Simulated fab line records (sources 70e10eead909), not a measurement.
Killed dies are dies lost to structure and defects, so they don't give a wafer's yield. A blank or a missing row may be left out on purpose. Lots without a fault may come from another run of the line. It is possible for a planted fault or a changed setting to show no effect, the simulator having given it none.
fab line records | flow nand_harc | part 1 of 2: steps 1 to 4 of 6
record: lots: 24 wafers: 72 last_day: 34
route steps=1302 shown A_STAIRCASE@639
lots that met no fault: from a run of the same line without faults
start_h: hours from the record's first day to the start of the lot's first wafer shown | wait_h: time in hours since the lot's previous step | " identical to the entry in the row above | L1.1+2: several wafers, shown together as one row | - no value present, or no start provided | * or withheld: withheld | < > ~ a bound
route shown NAME@n: NAME is a module with steps in the file, n the number in the route of the first one | usual: mean and standard deviation over wafers with no fault | same: alike in all rows | chamber/n: place in a boat | sites: each site's reading | _std_site: the standard deviation of these | _edge_site: inner sites' mean taken away from outer sites' mean | radius_mm: for every site, how far away it sits from the centre of the wafer | mask NAME#n: copy n | behind: the last tool/chamber to shape the wafer | hold: what put the lot on hold/how long, in hours/how the hold closed | device: whichever transistor did not switch (one of n, p or np) | end of line: tests of these same wafers at the route's end | a step without rows: its recipe alone | killed: dies that structure and defects cost at the first sort, which is not the same as the wafer's yield | map: shows each die of a wafer: x if killed, . if not, _ if none is there
set.NAME: the run value of the setting; set.NAME@STEP: its run value at that earlier step | model.NAME: the simulator's own value behind a step, which no gauge read
a sample of lots followed through the steps of the route, with each step as a table and each wafer as a row
services: when a tool's chamber went out of use (start_h, in hours from the record's first day, below 0 if earlier), for how many hours, and the reason
== steps ==
step: NHARC_A_STAIRCASE_DEP_156
recipe: target_thk_a: 500 temp_c: 400 target_thk_nm: 50 flow_sccm: 200 rf_w: 450 material: SiNx
usual: heater_power_w: 776/110
columns lot.wafer tool chamber start_h wait_h heater_power_w
L074.3 pecvd-03 0 351.75 0.1 552
L074.5 " 2 " " 556
L074.6 " 0 " " 545
L075.2 pecvd-02 1 359.55 0.1 888
L075.1 " 2 " " 947
L075.5 " 0 " " 866
L077.2 pecvd-04 0 368.29 0.1 788
L077.3 " 1 " " 752
L077.5 " 0 " " 799
L076.2 pecvd-02 1 368.29 0.1 804
L076.5 " 1 " " 815
L076.6 " 0 " " 891
L078.1 pecvd-02 0 382.45 0.1 848
L078.5 " 2 " " 975
L078.6 " 1 " " 804
L079.1 pecvd-03 2 406.82 0.1 658
L079.5 " 2 " " 652
L079.6 " 1 " " 710
L081.3 pecvd-03 0 417.17 0.1 558
L081.2 " 1 " " 833
L081.4 " 2 " " 639
L080.3 pecvd-03 0 417.37 0.3 606
L080.2 " 1 " " 809
L080.5 " 1 " " 804
L084.2 pecvd-04 0 436.83 0.1 844
L084.1 " 2 " " 806
L084.6 " 1 " " 735
L082.1 pecvd-04 0 440.64 0.1 808
L082.2 " 1 " " 664
L082.4 " 2 " " 746
L083.1 pecvd-04 1 443.08 0.1 742
L083.3 " 2 " " 712
L083.2 " 0 " " 816
L085.2 pecvd-02 0 462.38 0.1 812
L085.3 " 2 " " 940
L085.6 " 2 " " 922
L086.1 pecvd-02 0 462.58 0.2 756
L086.2 " 1 " " 841
L086.5 " 2 " " 974
L087.3 pecvd-03 2 482.82 0.1 625
L087.1 " 1 " " 798
L087.6 " 0 " " 632
L088.2 pecvd-04 0 498.16 0.1 846
L088.3 " 1 " " 870
L088.5 " 0 " " 855
L089.2 pecvd-03 0 498.19 0.1 543
L089.5 " 0 " " 539
L089.6 " 1 " " 768
L091.2 pecvd-02 1 526.20 0.1 765
L091.4 " 2 " " 871
L091.6 " 0 " " 840
L090.2 pecvd-03 0 526.24 0.1 548
L090.5 " 1 " " 788
L090.6 " 2 " " 598
L092.2 pecvd-02 1 539.34 0.1 846
L092.1 " 0 " " 707
L092.4 " 2 " " 881
L094.1 pecvd-02 2 555.36 0.3 896
L094.4 " 1 " " 797
L094.5 " 2 " " 896
L095.2 pecvd-02 2 555.48 0.4 846
L095.6 " 2 " " 839
L095.5 " 1 " " 826
L093.1 pecvd-02 2 555.68 0.4 948
L093.4 " 1 " " 786
L093.6 " 2 " " 946
L096.1 pecvd-02 1 573.71 0.1 865
L096.3 " 2 " " 968
L096.4 " 2 " " 965
L097.2 pecvd-04 2 589.75 0.1 727
L097.1 " 0 " " 804
L097.5 " 0 " " 842
step: NHARC_A_STAIRCASE_ETCH_17
recipe: target_depth_a: 1000 time_s: 40.5 ion_energy_ev: 400 c4f8_flow_sccm: 20 o2_flow_sccm: 10 ar_flow_sccm: withheld rf_w: 600 bias_w: 1000 chemistry: C4F8/O2
usual: oes_product_au: 0.945/0.011 rf_vpp_V: 895/6.1
same: time_s: 40.5
columns lot.wafer tool chamber start_h wait_h oes_product_au rf_hours_counter_h rf_vpp_V
L074.3 rie_diel-05 0 - - 0.949 35 906
L074.5 " 1 " " 0.948 - 891
L074.6 " 2 " " 0.938 - 890
L075.2 rie_diel-05 1 - - 0.949 41 890
L075.1 " 2 " " 0.941 45 890
L075.5 " 0 " " 0.944 - 906
L077.3 rie_diel-01 3 - - 0.937 48 894
L077.2 " 0 " " 0.934 51 897
L077.5 " 0 " " 0.943 - 898
L076.2 rie_diel-05 3 - - 0.956 48 900
L076.6 " 3 " " 0.960 - 899
L076.5 " 0 " " 0.958 - 905
L078.1 rie_diel-13 0 - - 0.934 13 889
L078.6 " 0 " " 0.943 - 889
L078.5 " 1 " " 0.942 - 891
L079.1 rie_diel-01 3 - - 0.942 12 896
L079.6 " 2 " " 0.960 - 904
L079.5 " 3 " " 0.950 - 894
L081.3 rie_diel-05 1 - - 0.946 0 889
L081.4 " 3 " " 0.945 1 901
L081.2 " 0 " " 0.948 1 903
L080.2 rie_diel-01 2 - - 0.962 12 904
L080.3 " 3 " " 0.950 14 895
L080.5 " 3 " " 0.955 - 895
L084.2 rie_diel-13 2 - - 0.959 23 893
L084.1 " 3 " " 0.931 23 892
L084.6 " 1 " " 0.938 - 892
L082.4 rie_diel-05 1 - - 0.953 11 890
L082.2 " 2 " " 0.931 12 886
L082.1 " 0 " " 0.951 8 904
L083.2 rie_diel-13 1 - - 0.927 35 891
L083.3 " 3 " " 0.928 26 893
L083.1 " 0 " " 0.930 34 888
L085.2 rie_diel-01 0 - - 0.948 29 897
L085.3 " 1 " " 0.939 22 903
L085.6 " 2 " " 0.952 - 903
L086.1 rie_diel-05 0 - - 0.931 14 906
L086.2 " 1 " " 0.957 20 889
L086.5 " 0 " " 0.937 - 904
L087.1 rie_diel-05 1 - - 0.941 23 889
L087.3 " 2 " " 0.938 24 887
L087.6 " 2 " " 0.930 - 887
L089.2 rie_diel-05 2 - - 0.925 28 886
L089.6 " 1 " " 0.946 - 890
L089.5 " 2 " " 0.934 - 885
L088.3 rie_diel-13 3 - - 0.939 46 895
L088.2 " 1 " " 0.939 53 892
L088.5 " 1 " " 0.947 - 892
L091.4 rie_diel-13 0 - - 0.944 4 888
L091.2 " 3 " " 0.946 2 893
L091.6 " 1 " " 0.935 - 890
L090.2 rie_diel-05 3 - - 0.943 33 898
L090.6 " 3 " " 0.938 - 897
L090.5 " 0 " " 0.935 - 904
L092.2 rie_diel-13 3 - - 0.956 5 892
L092.4 " 0 " " 0.953 7 888
L092.1 " 1 " " 0.949 7 890
L094.4 rie_diel-05 0 - - 0.955 40 903
L094.1 " 3 " " 0.953 39 897
L094.5 " 0 " " 0.953 - 904
L093.1 rie_diel-05 2 - - 0.931 46 887
L093.4 " 0 " " 0.973 41 904
L093.6 " 3 " " 0.947 - 898
L095.2 rie_diel-13 2 - - 0.943 10 894
L095.5 " 2 " " 0.950 - 893
L095.6 " 3 " " 0.942 - 892
L096.4 rie_diel-13 3 - - 0.982 21 891
L096.3 " 0 " " 0.943 21 886
L096.1 " 1 " " 0.941 19 891
L097.2 rie_diel-01 0 - - 0.942 8 896
L097.1 " 1 " " 0.954 9 902
L097.5 " 2 " " 0.946 - 902
step: NHARC_A_STAIRCASE_TRIM_18
recipe: time_s: 211.2 o2_flow_sccm: 500 ar_flow_sccm: 0 bias_w: 0 chemistry: O2
usual: drypump_motor_current_A: 5.6/0.4 mfc_ar_sccm: 0.010/0.011 oes_product_au: 1.002/0.0091 rf_vpp_V: 57.8/0.87 showerhead_plenum_p_Torr: 3.50/0.17 throttle_valve_pct: 17.038/0.0091
same: time_s: 211.2
columns lot.wafer tool chamber start_h wait_h drypump_motor_current_A mfc_ar_sccm oes_product_au rf_hours_counter_h rf_vpp_V showerhead_plenum_p_Torr throttle_valve_pct
L074.3 rie_diel-05 1 - - 5.3 0.003 1.000 40 57.0 3.37 17.007
L074.6 " 0 " " 5.6 0.025 1.003 - 57.9 3.79 17.046
L074.5 " 1 " " 5.3 0.003 1.006 - 57.8 3.37 17.023
L075.1 rie_diel-05 3 - - 5.1 0.029 1.014 44 58.5 3.63 17.028
L075.2 " 1 " " 5.3 0.003 1.010 41 57.9 3.37 17.025
L075.5 " 3 " " 5.2 0.029 1.007 - 59.2 3.63 17.049
L077.3 rie_diel-01 2 - - 6.0 0.009 0.989 45 58.4 3.75 17.044
L077.2 " 3 " " 5.1 0 0.994 48 57.7 3.50 17.044
L077.5 " 2 " " 6.0 0.009 0.999 - 58.9 3.75 17.044
L076.2 rie_diel-05 3 - - 5.2 0.029 0.999 48 59.6 3.63 17.026
L076.5 " 3 " " 5.2 0.029 1.001 - 58.5 3.63 17.045
L076.6 " 0 " " 5.6 0.025 1.008 - 58.8 3.78 17.035
L078.1 rie_diel-13 3 - - 5.7 0 0.992 7 58.5 3.47 17.054
L078.6 " 1 " " 5.5 0 0.992 - 58.3 3.42 17.036
L078.5 " 2 " " 5.7 0.025 1.014 - 56.4 3.48 17.039
L079.1 rie_diel-01 0 - - 5.4 0.008 0.998 11 57.4 3.54 17.033
L079.5 " 3 " " 5.1 0 1.002 - 56.5 3.49 17.046
L079.6 " 0 " " 5.4 0.008 1.007 - 58.3 3.55 17.040
L081.2 rie_diel-05 2 - - 6.4 0 1.006 0 58.0 3.30 17.039
L081.4 " 3 " " 5.2 0.029 1.005 1 58.0 3.62 17.031
L081.3 " 0 " " 5.6 0.025 1.012 1 59.1 3.78 17.037
L080.3 rie_diel-01 2 - - 6.0 0.009 1.004 12 57.4 3.74 17.058
L080.2 " 0 " " 5.4 0.008 1.014 12 57.6 3.54 17.039
L080.5 " 2 " " 6.0 0.009 1.013 - 58.4 3.74 17.046
L084.1 rie_diel-13 0 - - 5.3 0.002 0.999 29 57.5 3.32 17.046
L084.2 " 2 " " 5.6 0.025 1.007 23 57.6 3.47 17.040
L084.6 " 0 " " 5.3 0.002 0.996 - 57.0 3.32 17.046
L082.1 rie_diel-05 3 - - 5.2 0.029 0.996 8 57.4 3.62 17.031
L082.2 " 0 " " 5.6 0.025 0.999 8 58.0 3.77 17.020
L082.4 " 1 " " 5.3 0.003 1.002 11 56.9 3.36 17.028
L083.3 rie_diel-13 3 - - 5.7 0 1.008 26 58.6 3.46 17.035
L083.1 " 0 " " 5.4 0.002 0.995 34 56.8 3.32 17.035
L083.2 " 1 " " 5.5 0 0.997 35 57.9 3.41 17.035
L085.2 rie_diel-01 0 - - 5.4 0.008 1.028 29 58.2 3.54 17.042
L085.3 " 1 " " 6.2 0 1.010 22 58.6 3.73 17.035
L085.6 " 2 " " 6.0 0.009 1.004 - 57.9 3.73 17.045
L086.1 rie_diel-05 3 - - 5.1 0.029 1.003 15 59.1 3.62 17.029
L086.2 " 0 " " 5.6 0.025 0.989 14 58.3 3.77 17.054
L086.5 " 3 " " 5.2 0.029 1.002 - 57.3 3.61 17.048
L087.3 rie_diel-05 3 - - 5.2 0.029 1.004 19 57.5 3.61 17.038
L087.1 " 1 " " 5.3 0.003 1.007 23 56.7 3.35 17.032
L087.6 " 0 " " 5.5 0.025 1.006 - 57.3 3.77 17.035
L089.2 rie_diel-05 3 - - 5.2 0.029 0.994 22 57.0 3.61 17.026
L089.6 " 1 " " 5.3 0.003 0.993 - 57.8 3.35 17.045
L089.5 " 2 " " 6.5 0 0.980 - 58.1 3.28 17.034
L088.2 rie_diel-13 3 - - 5.7 0 1.008 46 56.9 3.45 17.041
L088.3 " 1 " " 5.5 0 1.000 53 57.3 3.40 17.043
L088.5 " 3 " " 5.7 0 1.007 - 58.6 3.45 17.039
L091.4 rie_diel-13 1 - - 5.5 0 1.005 5 58.6 3.40 17.037
L091.2 " 2 " " 5.6 0.025 1.006 3 57.0 3.46 17.032
L091.6 " 3 " " 5.7 0 1.013 - 57.1 3.44 17.027
L090.2 rie_diel-05 2 - - 6.5 0 1.001 41 56.1 3.28 17.044
L090.6 " 1 " " 5.3 0.003 0.992 - 58.3 3.34 17.024
L090.5 " 2 " " 6.5 0 0.987 - 56.7 3.28 17.046
L092.4 rie_diel-13 0 - - 5.3 0.002 1.003 7 57.4 3.30 17.036
L092.2 " 1 " " 5.5 0 1.003 7 57.5 3.40 17.049
L092.1 " 2 " " 5.6 0.025 1.002 5 58.2 3.46 17.037
L094.1 rie_diel-05 1 - - 5.3 0.003 0.993 42 57.2 3.34 17.042
L094.4 " 3 " " 5.2 0.029 1.008 39 59.8 3.60 17.024
L094.5 " 1 " " 5.3 0.003 1.010 - 56.8 3.34 17.049
L093.1 rie_diel-05 1 - - 5.3 0.003 1.000 43 56.9 3.34 17.044
L093.4 " 2 " " 6.5 0 1.001 46 57.0 3.27 17.049
L093.6 " 1 " " 5.3 0.003 1.001 - 57.0 3.34 17.034
L095.2 rie_diel-13 2 - - 5.6 0.025 1.023 10 57.6 3.46 17.028
L095.5 " 0 " " 5.3 0.002 0.991 - 56.9 3.30 17.039
L095.6 " 1 " " 5.5 0 0.983 - 57.4 3.39 17.032
L096.3 rie_diel-13 1 - - 5.6 0 0.997 19 57.7 3.39 17.051
L096.1 " 3 " " 5.7 0 1.010 21 58.4 3.43 17.042
L096.4 " 0 " " 5.3 0.002 0.989 21 58.9 3.29 17.035
L097.2 rie_diel-01 1 - - 6.2 0 1.016 9 58.9 3.72 17.034
L097.1 " 2 " " 5.9 0.009 0.996 8 58.3 3.72 17.031
L097.5 " 2 " " 6.0 0.009 1.005 - 58.4 3.72 17.025
step: NHARC_A_STAIRCASE_TRIM_20
recipe: time_s: 211.2 o2_flow_sccm: 500 ar_flow_sccm: 0 bias_w: 0 chemistry: O2
usual: drypump_motor_current_A: 5.6/0.41 mfc_ar_sccm: 0.009/0.011 oes_product_au: 1.002/0.0081 rf_vpp_V: 57.7/0.9 showerhead_plenum_p_Torr: 3.52/0.17 throttle_valve_pct: 17.037/0.0091
same: time_s: 211.2
columns lot.wafer tool chamber start_h wait_h drypump_motor_current_A mfc_ar_sccm oes_product_au rf_hours_counter_h rf_vpp_V showerhead_plenum_p_Torr throttle_valve_pct
L074.3 rie_diel-13 1 356.60 0.2 5.6 0 1.007 - 58.0 3.43 17.033
L074.5 " 1 " " 5.6 0 0.992 - 55.9 3.43 17.034
L074.6 " 0 " " 5.3 0.002 0.994 - 57.5 3.33 17.028
L075.1 rie_diel-05 3 363.74 0.2 5.2 0.029 1.005 44 57.9 3.63 17.033
L075.2 " 2 " " 6.5 0 1.000 46 57.5 3.31 17.046
L075.5 " 3 " " 5.2 0.029 1.013 - 58.4 3.63 17.034
L077.2 rie_diel-01 2 372.26 0.1 6.0 0.009 1.004 45 58.8 3.75 17.041
L077.3 " 3 " " 5.1 0 0.991 48 57.6 3.50 17.038
L077.5 " 3 " " 5.1 0 0.997 - 58.4 3.50 17.044
L076.2 rie_diel-05 1 372.35 0.1 5.3 0.003 1.000 45 57.5 3.37 17.034
L076.5 " 1 " " 5.3 0.003 1.004 - 57.2 3.37 17.027
L076.6 " 2 " " 6.4 0 0.993 - 57.4 3.30 17.038
L078.1 rie_diel-13 1 386.14 0.1 5.5 0 0.997 13 58.3 3.42 17.040
L078.6 " 3 " " 5.7 0 0.999 - 56.9 3.47 17.062
L078.5 " 0 " " 5.3 0.002 0.997 - 59.4 3.33 17.043
L079.1 rie_diel-01 0 413.48 0.1 5.4 0.008 1.009 11 57.8 3.55 17.034
L079.6 " 0 " " 5.4 0.008 1.008 - 58.0 3.55 17.040
L079.5 " 1 " " 6.3 0 1.005 - 56.3 3.74 17.047
L081.4 rie_diel-05 3 420.96 0.1 5.1 0.029 0.996 1 58.5 3.62 17.030
L081.3 " 0 " " 5.6 0.025 1.005 1 57.9 3.78 17.043
L081.2 " 2 " " 6.5 0 0.994 1 59.1 3.30 17.026
L080.3 rie_diel-01 1 421.31 0.1 6.2 0 0.999 6 57.0 3.74 17.049
L080.2 " 3 " " 5.1 0 1.007 14 58.6 3.49 17.045
L080.5 " 1 " " 6.2 0 1.009 - 56.3 3.74 17.039
L084.2 rie_diel-13 1 441.79 0.1 5.5 0 1.003 30 58.2 3.41 17.045
L084.1 " 3 " " 5.7 0 0.991 23 57.1 3.46 17.021
L084.6 " 2 " " 5.7 0.025 1.007 - 56.7 3.47 17.024
L082.4 rie_diel-05 0 447.02 0.1 5.6 0.025 0.998 8 58.1 3.77 17.039
L082.2 " 2 " " 6.5 0 0.988 12 56.8 3.29 17.029
L082.1 " 3 " " 5.2 0.029 1.001 8 59.4 3.62 17.036
L083.3 rie_diel-05 1 449.70 0.1 5.3 0.003 1.010 12 56.1 3.36 17.042
L083.1 " 2 " " 6.5 0 0.994 13 58.9 3.29 17.023
L083.2 " 3 " " 5.2 0.029 1.001 9 58.5 3.62 17.028
L085.3 rie_diel-01 1 466.49 0.1 6.2 0 1.004 23 57.1 3.73 17.036
L085.2 " 2 " " 6.0 0.009 1.006 28 58.8 3.73 17.045
L085.6 " 2 " " 6.0 0.009 1.001 - 57.8 3.73 17.042
L086.2 rie_diel-05 1 466.66 0.1 5.3 0.003 1.007 20 57.2 3.35 17.037
L086.1 " 0 " " 5.6 0.025 1.005 14 57.7 3.77 17.035
L086.5 " 1 " " 5.3 0.003 1.003 - 57.2 3.35 17.048
L087.3 rie_diel-05 0 486.79 0.1 5.6 0.025 1.013 18 59.3 3.77 17.034
L087.1 " 1 " " 5.3 0.003 1.007 23 56.5 3.35 17.041
L087.6 " 3 " " 5.2 0.029 1.012 - 58.7 3.61 17.040
L089.2 rie_diel-01 0 501.92 0.1 5.4 0.008 1.013 39 57.2 3.53 17.030
L089.5 " 1 " " 6.3 0 0.996 - 57.3 3.73 17.044
L089.6 " 2 " " 6.0 0.009 1.010 - 58.3 3.73 17.038
L088.2 rie_diel-13 1 502.29 0.1 5.5 0 0.993 54 57.4 3.40 17.032
L088.3 " 2 " " 5.6 0.025 1.007 40 59.1 3.46 17.040
L088.5 " 3 " " 5.7 0 0.994 - 55.9 3.45 17.029
L091.2 rie_diel-13 0 533.97 0.1 5.3 0.002 1.006 5 57.0 3.30 17.048
L091.4 " 1 " " 5.6 0 0.994 5 58.8 3.40 17.034
L091.6 " 0 " " 5.3 0.002 1.000 - 55.7 3.30 17.037
L090.2 rie_diel-01 3 534.06 0.1 5.1 0 1.007 44 56.5 3.47 17.039
L090.6 " 2 " " 6.0 0.009 1.008 - 58.0 3.72 17.035
L090.5 " 3 " " 5.1 0 1.019 - 58.3 3.47 17.041
L092.4 rie_diel-05 2 543.15 0.1 6.4 0 0.980 43 54.7 3.28 17.032
L092.1 " 3 " " 5.2 0.029 1.005 35 57.2 3.60 17.019
L092.2 " 0 " " 5.5 0.025 1.000 36 58.6 3.76 17.028
L094.4 rie_diel-13 2 559.29 0.1 5.6 0.025 1.010 9 58.1 3.46 17.041
L094.1 " 3 " " 5.7 0 1.009 12 57.5 3.44 17.041
L094.5 " 0 " " 5.3 0.002 0.991 - 57.0 3.30 17.053
L095.2 rie_diel-13 1 560.32 0.1 5.5 0 1.006 12 56.7 3.39 17.028
L095.5 " 0 " " 5.3 0.002 1.000 - 57.0 3.30 17.035
L095.6 " 1 " " 5.6 0 0.996 - 57.8 3.39 17.047
L093.4 rie_diel-05 1 560.91 0.1 5.3 0.003 1.009 44 58.0 3.34 17.037
L093.1 " 2 " " 6.5 0 0.989 47 56.8 3.27 17.045
L093.6 " 0 " " 5.6 0.025 1.014 - 57.8 3.75 17.039
L096.1 rie_diel-01 3 577.69 0.1 5.1 0 1.000 3 57.0 3.46 17.050
L096.4 " 0 " " 5.4 0.008 0.989 4 57.2 3.52 17.039
L096.3 " 2 " " 6.0 0.009 0.997 3 58.4 3.72 17.020
L097.2 rie_diel-01 2 594.36 0.1 6.0 0.009 0.997 8 59.0 3.72 17.048
L097.1 " 0 " " 5.4 0.008 0.993 9 59.5 3.52 17.022
L097.5 " 2 " " 6.0 0.009 0.994 - 59.1 3.72 17.027
